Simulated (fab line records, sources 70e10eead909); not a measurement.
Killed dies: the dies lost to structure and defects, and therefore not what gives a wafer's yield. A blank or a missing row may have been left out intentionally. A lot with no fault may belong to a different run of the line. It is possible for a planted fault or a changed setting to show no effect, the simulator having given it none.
Chamber matching | flow nand harc | NHARC_A_SGD_CUT_ETCHBACK_24 on rie diel-02 has 4 sister chambers
The step etches the open film in CH3F/O2, target depth 50 nm, time 92.857 s. 8 wafers are shown with their chamber, then 7 later ones without.

WAFERS WITH THEIR CHAMBER
wafer  | chamber | drypump motor current A (A) | rf fwd power W (W)
L723.3 | 1       | 5.2                         | 498.0
L723.6 | 2       | 5.7                         | 499.0
L724.5 | 0       | 5.7                         | 494.3
L727.2 | 3       | 6.3                         | 497.8
L727.5 | 0       | 5.7                         | 494.7
L727.6 | 1       | 5.2                         | 498.1
L728.1 | 3       | 6.3                         | 498.4
L728.2 | 2       | 5.8                         | 500.1

WAFERS MISSING THEIR CHAMBER
wafer  | drypump motor current A (A) | rf fwd power W (W)
L728.4 | 5.2                         | 498.3
L737.1 | 5.2                         | 495.1
L737.3 | 5.8                         | 498.3
L737.4 | 6.3                         | 495.7
L741.2 | 6.3                         | 496.5
L741.3 | 5.2                         | 497.0
L741.5 | 5.2                         | 499.5

EACH ONE'S CHAMBER
wafer  | from the rows above | in truth
L728.4 | 1                   | 1
L737.1 | 1                   | 1
L737.3 | 2                   | 2
L737.4 | 3                   | 3
L741.2 | 3                   | 3
L741.3 | 1                   | 1
L741.5 | 1                   | 1
Placed correctly: 7 of 7. Number that these rows cannot place: 0. Wrongly placed: 0.
How it was worked out, from the rows above alone: a wafer's distance from a chamber is the root of the sum, over the readings, of the square of ((its reading less the chamber's mean) divided by the reading's scatter). If the next closest chamber is less than 2 further off than the closest, the wafer can't be placed; otherwise it belongs to the closest. For every chamber, the mean is computed from those of its wafers that are shown. How the scatter is found: for the shown wafers, subtract from each reading the mean of its chamber, square and add these, divide the total by (wafers less chambers), then take the root.
